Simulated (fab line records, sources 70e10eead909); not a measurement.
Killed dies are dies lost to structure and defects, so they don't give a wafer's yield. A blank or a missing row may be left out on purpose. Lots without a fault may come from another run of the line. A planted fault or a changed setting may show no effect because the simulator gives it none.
A struck lot beside a sound one | flow nand_harc | 15 steps out of a route of 1159
Sound: wafers L436.1, L436.4, L436.5. Struck: wafers L451.1, L451.2, L451.5. The cause comes at the end.
At each step with rows: each side's tool, then ch and its chambers, then its first start. Under that, the readings that differ: sound wafers | struck wafers | difference of the means | sigmas: that difference in standard deviations of wafers without a fault.
alike: readings whose means differ by less than 2 such deviations, and words and numbers that are the same on both sides. not compared: withheld readings, readings that some wafer has no value for, bounds like >300 that may hide the same value, and numbers for which the record gives no deviation and whose values overlap.
The two part at a step that has a row with sigmas, a row that says differs or no value, or rows on one side only. Numbers that don't overlap but have no deviation are shown without sigmas and don't part them. A reading that every wafer of one side lacks parts them only if that side has two wafers or more.

first, 8 steps without rows for these wafers: NHARC_A_CONTACT_COAT_34 (time 75 s); NHARC_A_CONTACT_COAT_35 (time 65 s); NHARC_A_CONTACT_COAT_36 (resist thk 90 nm); NHARC_A_CONTACT_SOFTBAKE_37 (time 55 s); NHARC_A_CONTACT_EBR_38; NHARC_A_CONTACT_EXPOSE_39 (exposes mask A CC 3); NHARC_A_CONTACT_PEB_40 (peb time 65 s); NHARC_A_CONTACT_DEVELOP_41 (develop time 35 s).
NHARC_A_CONTACT_CD_MEAS_42: target cd 200 nm.
  sound on cd_sem-03 ch 0, day 16 12:02; struck on cd_sem-01 ch 0, day 20 13:19
  reading    | sound             | struck            | difference | sigmas
  cd_nm (nm) | 200.5 201.3 201.4 | 198.9 198.9 198.4 | -2.3       | -3
NHARC_A_CONTACT_OVL_MEAS_43:
  sound on overlay-01, day 16 12:08; struck on overlay-02, day 20 13:25
  alike: overlay_x_nm, overlay_y_nm
NHARC_A_CONTACT_INSPECT_44:
  sound on defect_inspect-01, day 16 12:11; struck on defect_inspect-01, day 20 13:26
  alike: raw_defect_count
NHARC_A_CONTACT_DESCUM_47: chemistry O2, time 3 s.
  sound on rie_diel-13 ch 0,2,3, day 16 12:15; struck on rie_diel-11 ch 1,2, day 20 13:31
  alike: drypump_motor_current_A, oes_product_au, rf_vpp_V, showerhead_plenum_p_Torr, throttle_valve_pct
  not compared: rf_hours_counter_h
NHARC_A_CONTACT_ETCH_48: etches the open film in CF4, target depth 39 nm, time 65 s.
  sound on rie_diel-13 ch 0,1,2, day 16 12:20; struck on rie_diel-11 ch 0,1,2, day 20 13:36
  no value came back on the struck wafers for any of 8 readings (bias_w (W), cf4_flow_sccm (sccm) and others); on the sound wafers bias_w (W) reads 99.6 100.1 99.8
  not compared: rf_hours_counter_h
NHARC_A_CONTACT_ETCH_49: etches the open film in N2/H2, target depth 260 nm, time 475.3 s.
  sound on rie_diel-13 ch 0,1,2; struck on rie_diel-11 ch 0,1, day 20 13:41
  alike: bias_w, chamber_pressure_mTorr, drypump_motor_current_A, oes_product_au, rf_vpp_V, showerhead_plenum_p_Torr, throttle_valve_pct
  not compared: rf_hours_counter_h
-- the record jumps here: 3 days lie between the struck wafers' starts before and after (it left off in module A_CONTACT and takes up again in module END, whose first step shown is number 1159 of the route) --
NHARC_END_SORT_01:
  sound on prober-02 ch 0, day 19 13:04; struck on prober-02 ch 0, day 23 22:04
  reading         | sound    | struck      | difference | sigmas
  killed_at_array | 18 9 11  | 669 673 672 | +659       | +68
  killed_dies     | 24 19 14 | 677 677 677 | +658       | +68
  alike: killed_at_other, killed_at_periphery, killed_open, killed_short

WHERE THEY PART
First at NHARC_A_CONTACT_CD_MEAS_42; last, within this record, at NHARC_END_SORT_01.

WHY: what the simulator had put in
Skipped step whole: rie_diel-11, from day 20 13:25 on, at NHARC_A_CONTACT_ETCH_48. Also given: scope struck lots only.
